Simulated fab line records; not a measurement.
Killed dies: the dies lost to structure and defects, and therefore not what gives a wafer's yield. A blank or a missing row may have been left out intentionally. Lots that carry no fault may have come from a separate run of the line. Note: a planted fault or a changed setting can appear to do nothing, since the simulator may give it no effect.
Chamber matching ; flow n5Finfet ; rieDiel-02 running N5_BEOL_M0_SAQP_ETCH_101: 4 sister chambers
The step etches SiNx in CH3F/O2, target depth 29.9 nm, time 42.7 s. 20 wafers are shown with their chamber, then 10 later ones without.

WAFERS, EACH WITH ITS CHAMBER
wafer;chamber;drypumpMotorCurrentA (A);throttleValvePct (%);showerheadPlenumPTorr (Torr)
L075.1;2;5.1;16.34;1.95
L075.4;3;4.9;16.53;2.06
L075.5;3;4.9;16.53;2.06
L077.2;0;6.1;15.96;2.08
L077.3;3;4.9;16.53;2.06
L077.4;2;5.0;16.35;1.95
L079.1;1;5.8;16.83;1.98
L079.4;3;4.9;16.54;2.06
L079.6;2;5.1;16.34;1.95
L081.3;2;5.0;16.38;1.94
L081.5;1;5.8;16.84;1.98
L081.6;2;5.1;16.36;1.94
L082.1;0;6.1;15.97;2.08
L082.4;3;4.9;16.57;2.05
L082.6;3;4.9;16.58;2.05
L085.3;1;5.8;16.84;1.97
L085.5;0;6.1;16.01;2.08
L085.6;1;5.8;16.85;1.97
L087.1;3;4.9;16.58;2.05
L087.2;2;5.0;16.40;1.94

SIGNATURES (means of the wafers above)
reading;chamber 0;chamber 1;chamber 2;chamber 3;scatter within a chamber
drypumpMotorCurrentA;6.100;5.800;5.050;4.900;0.0306
throttleValvePct;15.9800;16.8400;16.3617;16.5514;0.0223
showerheadPlenumPTorr;2.0800;1.9750;1.9450;2.0557;0.00513
Rule: for a wafer and a chamber, the distance is found by dividing, reading by reading, the gap between the wafer's reading and the chamber's mean by the reading's scatter, squaring, summing and taking the root. The wafer belongs to the nearest chamber; if the next one is less than 2 further off, it can't be placed. The scatter: take each reading less its chamber's mean, square it, sum over the shown wafers, divide by the number of wafers less the number of chambers, and take the root.

WAFERS WITH NO CHAMBER GIVEN
wafer;drypumpMotorCurrentA (A);throttleValvePct (%);showerheadPlenumPTorr (Torr)
L087.3;6.1;15.99;2.08
L091.1;4.9;16.60;2.05
L091.2;5.0;16.38;1.94
L091.3;6.1;16.02;2.08
L093.1;6.1;16.01;2.07
L093.5;6.1;16.03;2.07
L093.6;4.9;16.62;2.05
L097.3;6.1;16.01;2.07
L097.4;5.1;16.41;1.94
L097.6;5.8;16.39;1.97

WHICH CHAMBER EACH WENT THROUGH
wafer;from the rows above;in truth
L087.3;0;0
L091.1;3;3
L091.2;2;2
L091.3;0;0
L093.1;0;0
L093.5;0;0
L093.6;3;3
L097.3;0;0
L097.4;2;2
L097.6;1;1
Correct placement for 10 of the 10. Can't be placed from these rows: 0. Wrongly placed: 0.
